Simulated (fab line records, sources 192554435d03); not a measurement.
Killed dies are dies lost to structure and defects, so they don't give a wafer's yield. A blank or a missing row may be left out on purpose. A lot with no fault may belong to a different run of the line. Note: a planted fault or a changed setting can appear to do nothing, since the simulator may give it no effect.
Which of the tools did it? | flow n5-finfet | Sampling: 11 lots, 32 wafers, 3 of 1938 route steps

== WHAT THE GAUGES SHOWED, per wafer ==
N5_BEOL_M13_THK_MEAS_01.
lot  | measured     | on            | M13_ILD_THK (nm)
L757 | day 11 03:39 | film-metro-02 | 836 813 838
L759 | day 11 09:19 | film-metro-01 | 814 836 853
L761 | day 11 21:17 | film-metro-02 | 830 835 854
L758 | day 11 23:44 | film-metro-02 | 824 840 841
L763 | day 12 10:17 | film-metro-02 | 838 838 834
L766 | day 13 07:44 | film-metro-02 | 834 855 833
L770 | day 14 02:38 | film-metro-02 | 841 830 847
L768 | day 14 07:23 | film-metro-02 | 865 837 840
L772 | day 14 20:57 | film-metro-01 | 826 845 884
L777 | day 15 20:59 | film-metro-02 | 847 835 849
L778 | day 16 02:59 | film-metro-01 | 833 842

== WHICH TOOL RAN EACH LOT (tool, then ch and the chambers of the sampled wafers, then the start) ==
lot  | N5_BEOL_M12_DEGAS_41         | N5_BEOL_M13_ILD_DEP_00
L757 | pvd-sputter-03, day 11 02:11 | pecvd-04 ch 0,1, day 11 03:30
L759 | pvd-sputter-01, day 11 07:45 | pecvd-04 ch 1,2, day 11 09:10
L761 | pvd-sputter-02, day 11 19:52 | pecvd-03 ch 1,2, day 11 21:08
L758 | pvd-sputter-03, day 11 21:43 | pecvd-04 ch 0,1,2, day 11 23:35
L763 | pvd-sputter-03, day 12 08:50 | pecvd-03 ch 0,1,2, day 12 10:08
L766 | pvd-sputter-01, day 13 06:19 | pecvd-04 ch 0,1, day 13 07:35
L770 | pvd-sputter-01, day 14 01:12 | pecvd-01 ch 0,1,2, day 14 02:29
L768 | pvd-sputter-01, day 14 05:56 | pecvd-03 ch 1,2, day 14 07:14
L772 | pvd-sputter-01, day 14 19:30 | pecvd-03 ch 0,1, day 14 20:47
L777 | pvd-sputter-01, day 15 19:34 | pecvd-01 ch 0,2, day 15 20:50
L778 | pvd-sputter-01, day 16 01:32 | pecvd-01 ch 1,2, day 16 02:50
- N5_BEOL_M12_DEGAS_41: time 60 s.
- N5_BEOL_M13_ILD_DEP_00: deposits SiOC from DEMS/O2, target thk 837.92 nm, time 166.4 s.

== THE ANSWER, worked out from the rows above alone ==
Rule: the usual values come from the lots themselves. The widest of any qualifying gaps counts: lots, ordered by their means at a reading, are off when they make up no more than a third of the lots, leave a main group of 4 or more, and stand apart from it by 3 or more times the standard deviation of that group's means. If all means in a main group match to the digits the tables above print for the reading, that group is not used. Also off: a lot with no number at a reading for which 4 or more lots have one. All remaining lots with rows at the step are treated as sound.
Across all readings shown, no lot is off: no conclusion can be drawn from this.

== WHAT WAS PUT IN BY THE SIMULATOR ==
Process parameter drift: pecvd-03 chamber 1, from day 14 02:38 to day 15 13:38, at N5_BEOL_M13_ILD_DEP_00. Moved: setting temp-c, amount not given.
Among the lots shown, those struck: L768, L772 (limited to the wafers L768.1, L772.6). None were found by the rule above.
